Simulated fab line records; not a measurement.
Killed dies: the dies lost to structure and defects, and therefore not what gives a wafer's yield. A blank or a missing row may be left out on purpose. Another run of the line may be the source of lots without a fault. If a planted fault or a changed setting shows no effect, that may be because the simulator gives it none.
Problem report in the 8D (eight disciplines) form, filled by code	flow n5Finfet	the parts of the form that need people (team, actions taken, sign-off) are left out

1. PROBLEM STATEMENT
oesProductAu at N5_BEOL_M3_ETCHBACK_99 reads a mean of 0.28 a.u. on 3 wafers of 2 lots; wafers without a fault read 0.80 a.u. with a standard deviation of 0.075. That is -7.0 standard deviations from the usual mean.
The step: etches SiO2 in CHF3, target depth 5 nm, time 10.4 s.
Seen first at day 11 21:19 on rieDiel-04, wafer L474.2. The record holds 21 wafers of 8 lots with a number at this step. Rule for "out", or "out of limits": more than 4 standard deviations from the usual mean. All remaining wafers that have a number are taken as sound.

2. WHAT IT IS, WHAT IT ISN'T
question	is	is not
which readings at this step	oesProductAu	drypumpMotorCurrentA, rfVppV, showerheadPlenumPTorr, throttleValvePct
which lots	L474, L475	L457, L460, L463, L469, L477, L478
which wafers of those lots	L474.2, L474.3, L475.3	L474.4, L475.4, L475.5
read on which tools	rieDiel-04, rieDiel-05	rieDiel-01
when	from day 11 21:19	up to then (12 sound wafers); but 6 sound wafers of L475, L477, L478 came after

3. THE SUSPECTS, EACH WITH WHAT RULES IT OUT
Counting: a tool at a process step up to the reading stays a suspect if it ran every lot that is out. Sound lots after the first of them don't rule it out here, since some wafers of a struck lot are sound.
- rieMetal-03 at N5_BEOL_M3_HM_OPEN_17 (chemistry Cl2/BCl3, target TiN, target depth 20 nm, overetch 6 nm): kept. Every lot that is out went through it, the first being L474 (day 11 19:28); the last sound lot it ran before that was L469 (day 10 09:54).
- At N5_BEOL_M3_HM_OPEN_17 on rieMetal-03, chamber 0 took the sound wafers of the same lots and chamber 1 took the wafers that are out.
Left after counting: rieMetal-03 at N5_BEOL_M3_HM_OPEN_17.

4. THE CAUSE (what the simulator had put in)
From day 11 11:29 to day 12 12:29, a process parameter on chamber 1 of rieMetal-03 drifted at N5_BEOL_M3_HM_OPEN_17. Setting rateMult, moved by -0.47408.
This tool alone remained once counting was done.

5. THE CHAIN OF EFFECTS, in route order
Each row: a reading whose mean over the struck wafers that have a number lies more than 3 standard deviations from the usual. Only readings for which the record gives a usual standard deviation are gone through. hours: the time from each lot's start at the first step in this table that gives one to its start at this step, as a median over the lots. sigmas: the change in usual standard deviations.
hours	step	reading	usual	on struck wafers	change	sigmas
0	N5_BEOL_M3_ETCHBACK_99	oesProductAu	0.80 a.u.	0.28	-0.52	-7.0
0	N5_BEOL_M3_VIA_ETCH_34	oesProductAu	0.80 a.u.	0.28	-0.52	-7.0
126	N5_PASSIVATION_PROBE_49	defectLimitedYield	91.2 %	0.0	-91.2	-61
126	N5_PASSIVATION_PROBE_49	killed_at_M0_to_M3	36	1110	+1074	+99 or more
126	N5_PASSIVATION_PROBE_49	killedDies	104	1180	+1076	+63
126	N5_PASSIVATION_PROBE_49	killedOnRim	14	152	+138	+38
126	N5_PASSIVATION_PROBE_49	sort_bin_5_function	5.1 %	95.8	+90.7	+99 or more
126	N5_PASSIVATION_PROBE_49	sortNPass	1076	0	-1076	-63
126	N5_PASSIVATION_PROBE_49	sortYieldPct	91.2 %	0.0	-91.2	-61
It contains these process steps:
- N5_BEOL_M3_ETCHBACK_99: etches SiO2 in CHF3, target depth 5 nm, time 10.4 s.
- N5_BEOL_M3_VIA_ETCH_34: etches the open film in C4F6/O2, target depth 69.4 nm, time 65.9 s.
- N5_PASSIVATION_PROBE_49
Readings that are blank on the struck wafers while sound wafers have them: trenchDepthNm at N5_BEOL_M3_OCD_MEAS_38; cdNm at N5_BEOL_M3_CD_MEAS_35.

6. HOW IT WOULD HAVE BEEN CAUGHT EARLIER
First out-of-limits reading in this record: day 11 21:19, which is 10 hours after fault onset at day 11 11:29.
An alarm limit of 4 standard deviations would not have fired on the tool readings at N5_BEOL_M3_HM_OPEN_17 for which the record gives a usual standard deviation, since none of them was out on any struck wafer.
Of the lots that are out (2), L475 began N5_BEOL_M3_HM_OPEN_17 on rieMetal-03 after day 11 21:19. Putting the tool on hold at that point would have spared it.
